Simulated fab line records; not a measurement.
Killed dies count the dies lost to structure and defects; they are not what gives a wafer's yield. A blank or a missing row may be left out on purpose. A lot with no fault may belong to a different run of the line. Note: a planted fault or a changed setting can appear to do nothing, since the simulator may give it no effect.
Matching of chambers + flow n5Finfet + N5_BEOL_M4_ETCH_70 on rieDiel-06: 3 sister chambers
The step etches SOC in N2/H2, target depth 80 nm, overetch 24 nm, time 130 s. 6 wafers are shown with their chamber, then 6 later ones without.

WAFERS WITH THEIR CHAMBER
| wafer  | chamber | showerheadPlenumPTorr (Torr) | throttleValvePct (%) |
|--------|---------|------------------------------|----------------------|
| L075.4 | 0       | 2.68                         | 17.70                |
| L078.6 | 2       | 2.53                         | 18.10                |
| L084.5 | 3       | 2.48                         | 17.57                |
| L084.6 | 2       | 2.52                         | 18.13                |
| L087.3 | 3       | 2.48                         | 17.59                |
| L087.4 | 0       | 2.67                         | 17.76                |

WAFERS MISSING THEIR CHAMBER
| wafer  | showerheadPlenumPTorr (Torr) | throttleValvePct (%) |
|--------|------------------------------|----------------------|
| L087.6 | 2.48                         | 17.58                |
| L086.5 | 2.67                         | 17.74                |
| L086.6 | 2.47                         | 17.59                |
| L091.1 | 2.51                         | 18.14                |
| L091.2 | 2.47                         | 17.63                |
| L091.3 | 2.67                         | 17.76                |

WHICH CHAMBER EACH WENT THROUGH
| wafer  | from the rows above | in truth |
|--------|---------------------|----------|
| L087.6 | 3                   | 3        |
| L086.5 | 0                   | 0        |
| L086.6 | 3                   | 3        |
| L091.1 | 2                   | 2        |
| L091.2 | 3                   | 3        |
| L091.3 | 0                   | 0        |
6 of 6 placed correctly. Can't be placed from these rows: 0. Placed wrongly: 0.
How it was worked out, from the rows above alone: a wafer's distance from a chamber is the root of the sum, over the readings, of the square of ((its reading less the chamber's mean) divided by the reading's scatter). The wafer belongs to the nearest chamber; if the next one is less than 2 further off, it can't be placed. Each chamber's mean is taken over the wafers shown for it. The scatter: the root of (the sum of the squares of (reading less its chamber's mean) over the shown wafers, divided by (wafers less chambers)).
